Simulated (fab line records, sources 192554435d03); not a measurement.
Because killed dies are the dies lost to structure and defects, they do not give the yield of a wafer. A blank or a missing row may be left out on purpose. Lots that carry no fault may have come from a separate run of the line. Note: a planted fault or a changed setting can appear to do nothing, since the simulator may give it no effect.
Which tool is to blame? | flow n5-finfet | 36 wafers from 12 lots sampled at 3 of the route's 1938 steps

== WHAT EACH GAUGE READ, for each wafer ==
N5_BEOL_M7_THK_MEAS_01. Usual: M7_ILD_THK 154.9 nm, standard deviation 2.1.
lot  | measured     | on            | M7_ILD_THK (nm)   | flag
L441 | day 8 19:19  | film-metro-01 | 151.9 152.1 153.8 |
L442 | day 8 23:53  | film-metro-01 | 151.2 156.4 156.1 |
L444 | day 9 15:08  | film-metro-02 | 156.4 154.8 156.4 |
L443 | day 9 15:26  | film-metro-02 | 156.4 153.6 156.5 |
L447 | day 10 19:56 | film-metro-02 | 152.5 157.5 155.1 |
L450 | day 11 05:25 | film-metro-01 | 156.3 157.6 155.1 |
L449 | day 11 05:53 | film-metro-02 | 156.6 153.4 154.9 |
L451 | day 11 08:13 | film-metro-01 | 157.6 155.4 156.2 |
L455 | day 13 11:17 | film-metro-02 | 155.9 158.1 156.8 |
L456 | day 13 12:20 | film-metro-01 | 154.9 155.0 154.4 |
L457 | day 13 16:31 | film-metro-01 | 156.9 156.5 155.3 |
L463 | day 15 02:04 | film-metro-02 | 152.2 155.2 156.3 |

== WHICH TOOL RAN EACH LOT (tool, then ch and the chambers of the sampled wafers, then the start) ==
lot  | N5_BEOL_M6_SPUTTER_48        | N5_BEOL_M7_ILD_DEP_00
L441 | pvd-sputter-01, day 8 17:44  | pecvd-02 ch 0,2, day 8 18:44
L442 | pvd-sputter-02, day 8 22:19  | pecvd-04 ch 0,1, day 8 23:18
L444 | pvd-sputter-03, day 9 13:34  | pecvd-03 ch 0,1,2, day 9 14:33
L443 | pvd-sputter-03, day 9 13:38  | pecvd-03 ch 0,1,2, day 9 14:51
L447 | pvd-sputter-03, day 10 17:58 | pecvd-02 ch 0,1, day 10 19:22
L450 | pvd-sputter-03, day 11 02:46 | pecvd-02 ch 0,1, day 11 04:20
L449 | pvd-sputter-03, day 11 03:21 | pecvd-03 ch 0,1, day 11 04:51
L451 | pvd-sputter-03, day 11 06:38 | pecvd-02 ch 0,1, day 11 07:38
L455 | pvd-sputter-01, day 13 09:33 | pecvd-02 ch 0,1, day 13 10:43
L456 | pvd-sputter-02, day 13 10:32 | pecvd-03 ch 1,2, day 13 11:44
L457 | pvd-sputter-01, day 13 14:55 | pecvd-02 ch 1,2, day 13 15:56
L463 | pvd-sputter-02, day 15 00:21 | pecvd-04 ch 0,2, day 15 01:29
- N5_BEOL_M6_SPUTTER_48: material Cu, target thk 10 nm, time 1.667 s.
- N5_BEOL_M7_ILD_DEP_00: deposits SiCOH lowk from DEMS/porogen, target thk 179.75 nm, time 33.4 s.

== WHAT THE TOOLS THEMSELVES READ (means of the sampled wafers that have a number; where no wafer has one, the mark that the record gives instead) ==
N5_BEOL_M6_SPUTTER_48. Usual: chuck-gas-flow-sccm 1.27 sccm, standard deviation 0.051; throttle-valve-pct 30.0 %, standard deviation 0.79.
lot  | tool           | chuck-gas-flow-sccm (sccm) | throttle-valve-pct (%) | flag
L441 | pvd-sputter-01 | 1.25                       | 30.8                   |
L442 | pvd-sputter-02 | 1.28                       | 30.7                   |
L444 | pvd-sputter-03 | 1.25                       | 29.8                   |
L443 | pvd-sputter-03 | 1.27                       | 29.8                   |
L447 | pvd-sputter-03 | 1.31                       | 29.1                   |
L450 | pvd-sputter-03 | 1.28                       | 29.5                   |
L449 | pvd-sputter-03 | 1.25                       | 29.8                   |
L451 | pvd-sputter-03 | 1.24                       | 29.8                   |
L455 | pvd-sputter-01 | 1.20                       | 31.0                   |
L456 | pvd-sputter-02 | 1.23                       | 30.1                   |
L457 | pvd-sputter-01 | 1.25                       | 30.9                   |
L463 | pvd-sputter-02 | 1.29                       | 30.8                   |

N5_BEOL_M7_ILD_DEP_00. Usual: heater-power-w 316 W, standard deviation 60; rf-fwd-power-W 495.3 W, standard deviation 1.9; showerhead-plenum-p-Torr 5.735 Torr, standard deviation 0.015; throttle-valve-pct 13.9 %, standard deviation 0.71.
lot  | tool     | heater-power-w (W) | rf-fwd-power-W (W) | showerhead-plenum-p-Torr (Torr) | throttle-valve-pct (%) | flag
L441 | pecvd-02 | 371                | 495.4              | 5.732                           | 13.7                   |
L442 | pecvd-04 | 296                | 494.0              | 5.734                           | 14.5                   |
L444 | pecvd-03 | 311                | 493.3              | 5.725                           | 13.6                   |
L443 | pecvd-03 | 329                | 494.9              | 5.742                           | 13.4                   |
L447 | pecvd-02 | 389                | 497.4              | 5.753                           | 14.7                   |
L450 | pecvd-02 | 340                | 498.5              | 5.738                           | 14.9                   |
L449 | pecvd-03 | 337                | 495.1              | 5.723                           | 13.8                   |
L451 | pecvd-02 | 301                | 496.4              | 5.736                           | 14.6                   |
L455 | pecvd-02 | 373                | 497.3              | 5.753                           | 14.4                   |
L456 | pecvd-03 | 283                | 496.2              | 5.738                           | 13.3                   |
L457 | pecvd-02 | 397                | 495.1              | 5.750                           | 14.0                   |
L463 | pecvd-04 | 276                | 494.3              | 5.745                           | 13.5                   |

== THE ANSWER, worked out from the rows above alone ==
Rule: lot off if the mean of its wafers having a number is beyond 3 standard deviations from the usual mean. Also off: a lot with no number at a reading for which 4 or more lots have one. Any other lot the step has rows for is counted as sound. The gauges are gone through in route order, then the tools' own readings, and for those a lot's mean is taken as printed above. The first step at which some lot is off is used, and at that step the reading that is off furthest; a lot without a number counts as furthest.
None of the lots is off at any reading shown; this tells nothing.

== WHAT WAS PUT IN BY THE SIMULATOR ==
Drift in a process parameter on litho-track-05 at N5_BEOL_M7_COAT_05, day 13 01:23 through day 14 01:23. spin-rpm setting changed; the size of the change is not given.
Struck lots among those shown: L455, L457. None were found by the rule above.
